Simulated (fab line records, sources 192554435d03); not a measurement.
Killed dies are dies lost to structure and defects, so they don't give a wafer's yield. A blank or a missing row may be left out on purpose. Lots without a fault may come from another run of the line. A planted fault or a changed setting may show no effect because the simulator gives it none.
Split-lot experiment | flow n5_finfet | 7 lots, 21 wafers read, on a route of 1938 steps

THE SPLIT
At N5_BEOL_M0_SAQP_PECVD_04 (deposits a-Si from SiH4/He, target thk 60 nm, time 60.2 s), the setting time_s was moved away from the recipe's 60.2 s on 8 of the 21 wafers read, by -12.8% to +11.2%. The other wafers ran this setting at the recipe's value.

The reading is taken at the split's own step.

THE READING
a-Si_of_BEOL_M0_SAQP_PECVD_04.thk_nm (the simulator's own value, which no gauge read), in nm, at N5_BEOL_M0_SAQP_PECVD_04 (deposits a-Si from SiH4/He, target thk 60 nm, time 60.2 s). The file gives no usual value for it. The 13 wafers here that ran the recipe average 59.8 nm, standard deviation 0.76 nm.

wafer  | tool, chamber at the split | time_s as run, s | against the recipe | a-Si_of_BEOL_M0_SAQP_PECVD_04.thk_nm, nm | against lot-mates on the recipe
L079.3 | pecvd-04, 1                | 60.2             | recipe             | 58.6                                     | -
L079.4 | pecvd-04, 0                | 65.23            | +8.4%              | 64.6                                     | +6.0
L079.5 | pecvd-04, 2                | 65.23            | +8.4%              | 65                                       | +6.4
L087.2 | pecvd-03, 1                | 60.2             | recipe             | 61.2                                     | -
L087.4 | pecvd-03, 2                | 60.2             | recipe             | 60.2                                     | -
L087.5 | pecvd-03, 0                | 64.22            | +6.7%              | 64.6                                     | +3.9
L089.2 | pecvd-01, 1                | 60.2             | recipe             | 59.8                                     | -
L089.5 | pecvd-01, 2                | 54.13            | -10.1%             | 54.6                                     | -5.7
L089.6 | pecvd-01, 1                | 60.2             | recipe             | 60.8                                     | -
L091.1 | pecvd-04, 0                | 60.2             | recipe             | 59.6                                     | -
L091.4 | pecvd-04, 0                | 66.97            | +11.2%             | 67.4                                     | +7.2
L091.6 | pecvd-04, 1                | 60.2             | recipe             | 60.8                                     | -
L093.2 | pecvd-04, 0                | 60.2             | recipe             | 58.8                                     | -
L093.5 | pecvd-04, 0                | 52.47            | -12.8%             | 52.4                                     | -6.4
L093.6 | pecvd-04, 1                | 52.47            | -12.8%             | 52                                       | -6.8
L094.3 | pecvd-04, 2                | 60.2             | recipe             | 59.2                                     | -
L094.4 | pecvd-04, 2                | 60.2             | recipe             | 60.2                                     | -
L094.5 | pecvd-04, 1                | 60.2             | recipe             | 60                                       | -
L097.1 | pecvd-03, 2                | 60.2             | recipe             | 59.2                                     | -
L097.3 | pecvd-03, 0                | 60.2             | recipe             | 59.6                                     | -
L097.5 | pecvd-03, 1                | 54.34            | -9.7%              | 56.2                                     | -3.2

THE FIT
A straight line over all 21 wafers: a-Si_of_BEOL_M0_SAQP_PECVD_04.thk_nm changes by +0.581 nm for each +1% of time_s; r = +0.98; the points scatter about the line by 0.83 nm.
The same after taking each lot's own level away (the mean of its wafers on the recipe; 21 wafers): +0.565 nm for each +1%; r = +0.98; scatter 0.76 nm.
On that fit, the largest move of time_s shifts the reading by 7.3 nm.
The lots' own levels span 58.60 to 60.70 nm, that is 2.8 times the standard deviation above.
So the lot-to-lot level changes the slope little: the two slopes agree.
Check: with one of the wafers moved furthest among these (-12.8%) left out of the fit, the line predicts -7.04 nm for it against its lot-mates. It came out at -6.4 nm against them.

OTHER SPLITS ON THESE WAFERS
These wafers also went through other splits before the reading. Each is held against what the fit with the lots' levels taken away leaves over:
other split on the same wafers         | wafers away from the commonest value | r with a-Si_of_BEOL_M0_SAQP_PECVD_04.thk_nm (lot level and that fit taken away)
N5_GATE_CUT_DESCUM_18 time_s           | 6                                    | -0.16
N5_MOL_CONTACT_COAG_VIA_ETCH_46 bias_w | 9                                    | -0.17

THE WHOLE CHAIN: every reading that the file lists as answering this split, in the file's order
step                        | what it does                                              | reading                                                                               | change (the file's fit)               | r (the file's)
N5_BEOL_M0_SAQP_PECVD_04    | deposits a-Si from SiH4/He, target thk 60 nm, time 60.2 s | a-Si_of_BEOL_M0_SAQP_PECVD_04.thk_nm (the simulator's own value, which no gauge read) | +0.552 nm for each +1% of the setting | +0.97
N5_BEOL_M0_SAQP_THK_MEAS_05 |                                                           | thk_nm                                                                                | withheld for each +1% of the setting  | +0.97

THE FILE'S OWN FIT
a-Si_of_BEOL_M0_SAQP_PECVD_04.thk_nm changes by +0.552 nm for each +1% of time_s, r = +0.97.
